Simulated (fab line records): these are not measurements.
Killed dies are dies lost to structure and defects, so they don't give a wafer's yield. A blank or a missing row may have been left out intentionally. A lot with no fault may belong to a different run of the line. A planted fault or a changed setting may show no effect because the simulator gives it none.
Chamber matching ; flow n5_finfet ; rie_diel-01 running N5_BEOL_M2_STRIP_36: 4 sister chambers
The step strips in N2/H2. 4 wafers are shown with their chamber, then 10 later ones without.

## WAFERS WITH THEIR CHAMBER
wafer;chamber;showerhead_plenum_p_Torr (Torr)
L084.3;3;2.48
L086.6;1;2.61
L088.2;0;2.67
L088.3;2;2.67

## WAFERS MISSING THEIR CHAMBER
wafer;showerhead_plenum_p_Torr (Torr)
L088.5;2.60
L093.1;2.47
L093.3;2.60
L093.6;2.60
L095.2;2.67
L095.3;2.67
L095.6;2.60
L096.4;2.67
L096.5;2.67
L096.6;2.46

## WHICH CHAMBER EACH ONE RAN IN
wafer;from the rows above;in truth
L088.5;1;1
L093.1;3;3
L093.3;1;1
L093.6;1;1
L095.2;can't be placed: 0 or 2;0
L095.3;can't be placed: 0 or 2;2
L095.6;1;1
L096.4;can't be placed: 0 or 2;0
L096.5;can't be placed: 0 or 2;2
L096.6;3;3
Correct placement for 6 of the 10. Not placeable from these rows: 4 (in 4, the candidates include the true chamber). Wrongly placed: 0.
How it was worked out, from the rows above alone: a wafer's distance from a chamber is the root of the sum, over the readings, of the square of ((its reading less the chamber's mean) divided by the reading's scatter). If the next closest chamber is less than 2 further off than the closest, the wafer can't be placed; otherwise it belongs to the closest. The mean given for a chamber averages the wafers shown for that chamber. The scatter (one wafer shown for each chamber): square how far every hidden wafer sits from the nearest shown wafer, average those squares and take the square root.
